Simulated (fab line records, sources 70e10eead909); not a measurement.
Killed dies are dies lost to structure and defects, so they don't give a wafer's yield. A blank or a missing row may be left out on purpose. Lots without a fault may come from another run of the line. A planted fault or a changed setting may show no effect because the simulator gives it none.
Chamber matching | flow nand_harc | NHARC_A_SGD_CUT_DEP_00 on pecvd-03: 3 sister chambers
The step deposits SiNx, target thk 50 nm. 6 wafers are shown with their chamber, then 12 later ones without.

WAFERS WITH THEIR CHAMBER
wafer  | chamber | heater_power_outer_w (W) | heater_power_w (W)
L089.3 | 2       | 504                      | 783
L091.4 | 0       | 343                      | 624
L091.6 | 2       | 545                      | 812
L092.1 | 1       | 377                      | 664
L092.3 | 1       | 384                      | 676
L092.4 | 0       | 340                      | 625

WAFERS WITHOUT THEIR CHAMBER
wafer  | heater_power_outer_w (W) | heater_power_w (W)
L093.1 | 284                      | 570
L093.3 | 497                      | 777
L093.4 | 499                      | 787
L094.1 | 291                      | 530
L094.3 | 454                      | 772
L094.6 | 530                      | 806
L095.3 | 452                      | 771
L095.5 | 531                      | 810
L095.6 | 327                      | 598
L096.1 | 329                      | 617
L096.2 | 371                      | 677
L096.3 | 495                      | 761

WHICH CHAMBER EACH WENT THROUGH
wafer  | from the rows above | in truth
L093.1 | 0                   | 0
L093.3 | 2                   | 2
L093.4 | 2                   | 2
L094.1 | 0                   | 0
L094.3 | 2                   | 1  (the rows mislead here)
L094.6 | 2                   | 2
L095.3 | 2                   | 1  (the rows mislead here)
L095.5 | 2                   | 2
L095.6 | 0                   | 0
L096.1 | 0                   | 0
L096.2 | 1                   | 1
L096.3 | 2                   | 2
Placed correctly: 10 of 12. Can't be placed from these rows: 0. Placed wrongly: 2.
How it was worked out, from the rows above alone: a wafer's distance from a chamber is the root of the sum, over the readings, of the square of ((its reading less the chamber's mean) divided by the reading's scatter). The wafer belongs to the nearest chamber; if the next one is less than 2 further off, it can't be placed. A chamber's mean is the mean of its shown wafers. The scatter: the root of (the sum of the squares of (reading less its chamber's mean) over the shown wafers, divided by (wafers less chambers)).
